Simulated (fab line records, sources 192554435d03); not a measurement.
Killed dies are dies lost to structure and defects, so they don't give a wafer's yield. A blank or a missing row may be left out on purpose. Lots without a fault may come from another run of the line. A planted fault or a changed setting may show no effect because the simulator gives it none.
Split-lot experiment | flow n5_finfet | 7 lots, 39 wafers read, on a route of 1938 steps

THE SPLIT
At N5_SD_EPI_P_ETCH_36 (etches SiARC in CF4, target depth 45.5 nm, time 75.8 s), the setting bias_w was moved away from the recipe's 36 W on 12 of the 39 wafers read, by -19.0% to +13.3%. The other wafers ran this setting at the recipe's value.

The reading is taken at the split's own step.

THE READING
rf_vpp_V, in V, at N5_SD_EPI_P_ETCH_36 (etches SiARC in CF4, target depth 45.5 nm, time 75.8 s). Fault-free wafers of this fab line usually give 183.8 V, standard deviation 1.1 V.

wafer  | tool, chamber at the split | bias_w as run, W | against the recipe | rf_vpp_V, V | against lot-mates on the recipe
L076.1 | rie_diel-05, 3             | 36               | recipe             | 183.8       | -
L076.2 | rie_diel-05, 0             | 36               | recipe             | 185.6       | -
L076.3 | rie_diel-05, 1             | 36               | recipe             | 184.5       | -
L076.4 | rie_diel-05, 0             | 36               | recipe             | 185.2       | -
L076.5 | rie_diel-05, 3             | 36               | recipe             | 182.9       | -
L076.6 | rie_diel-05, 1             | 36               | recipe             | 184.1       | -
L079.1 | rie_diel-02, 0             | 29.5             | -18.1%             | 160.6       | -23.1
L079.2 | rie_diel-02, 3             | 29.5             | -18.1%             | 161.7       | -22.0
L079.3 | rie_diel-02, 3             | 36               | recipe             | 184.8       | -
L079.4 | rie_diel-02, 0             | 29.5             | -18.1%             | 161.3       | -22.4
L079.5 | rie_diel-02, 3             | 36               | recipe             | 183.8       | -
L079.6 | rie_diel-02, 0             | 36               | recipe             | 182.4       | -
L080.1 | rie_diel-05, 3             | 36               | recipe             | 182.5       | -
L080.2 | rie_diel-05, 1             | 29.17            | -19.0%             | 160.0       | -23.6
L080.3 | rie_diel-05, 0             | 29.17            | -19.0%             | 162.3       | -21.3
L080.4 | rie_diel-05, 2             | 36               | recipe             | 183.6       | -
L080.5 | rie_diel-05, 3             | 29.17            | -19.0%             | 161.4       | -22.2
L080.6 | rie_diel-05, 0             | 36               | recipe             | 184.6       | -
L081.1 | rie_diel-05, 3             | 36               | recipe             | 182.8       | -
L081.2 | rie_diel-05, 1             | 36               | recipe             | 183.2       | -
L081.3 | rie_diel-05, 0             | 36               | recipe             | 186.7       | -
L081.4 | rie_diel-05, 2             | 36               | recipe             | 183.6       | -
L081.5 | rie_diel-05, 2             | 36               | recipe             | 182.2       | -
L081.6 | rie_diel-05, 3             | 36               | recipe             | 184.4       | -
L094.1 | rie_diel-04, 2             | 36               | recipe             | 185.1       | -
L094.2 | rie_diel-04, 0             | 36               | recipe             | 184.0       | -
L094.5 | rie_diel-04, 0             | 36               | recipe             | 184.4       | -
L095.1 | rie_diel-05, 0             | 40.79            | +13.3%             | 200.0       | +16.4
L095.2 | rie_diel-05, 3             | 36               | recipe             | 183.5       | -
L095.3 | rie_diel-05, 1             | 40.79            | +13.3%             | 197.3       | +13.7
L095.4 | rie_diel-05, 2             | 40.79            | +13.3%             | 198.0       | +14.4
L095.5 | rie_diel-05, 0             | 36               | recipe             | 184.5       | -
L095.6 | rie_diel-05, 3             | 36               | recipe             | 182.8       | -
L097.1 | rie_diel-02, 1             | 36               | recipe             | 182.5       | -
L097.2 | rie_diel-02, 2             | 30.24            | -16.0%             | 163.8       | -19.3
L097.3 | rie_diel-02, 3             | 30.24            | -16.0%             | 164.5       | -18.6
L097.4 | rie_diel-02, 3             | 36               | recipe             | 184.1       | -
L097.5 | rie_diel-02, 2             | 30.24            | -16.0%             | 164.9       | -18.2
L097.6 | rie_diel-02, 1             | 36               | recipe             | 182.7       | -

THE FIT
A straight line over all 39 wafers: rf_vpp_V changes by +1.19 V for each +1% of bias_w; r = +0.99; the points scatter about the line by 1.1 V.
The same after taking each lot's own level away (the mean of its wafers on the recipe; 39 wafers): +1.18 V for each +1%; r = +1.00; scatter 1 V.
On that fit, the largest move of bias_w shifts the reading by 22 V.
The lots' own levels span 183.10 to 184.50 V, that is 1.3 times the standard deviation above.
So the lot-to-lot level changes the slope little: the two slopes agree.
Check: with one of the wafers moved furthest among these (-19.0%) left out of the fit, the line predicts -22.4 V for it against its lot-mates. It came out at -23.6 V against them.
Tool readings at the split's step, against how far the setting was moved: rf_vpp_V r = +0.99.

OTHER SPLITS ON THESE WAFERS
These wafers also went through other splits before the reading. Each is held against what the fit with the lots' levels taken away leaves over:
other split on the same wafers  | wafers away from the commonest value | r with rf_vpp_V (lot level and that fit taken away)
N5_DUMMY_GATE_EXPOSE_12 dose_mj | 9                                    | +0.05

THE FILE'S OWN FIT
rf_vpp_V changes by +1.19 V for each +1% of bias_w, r = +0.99.
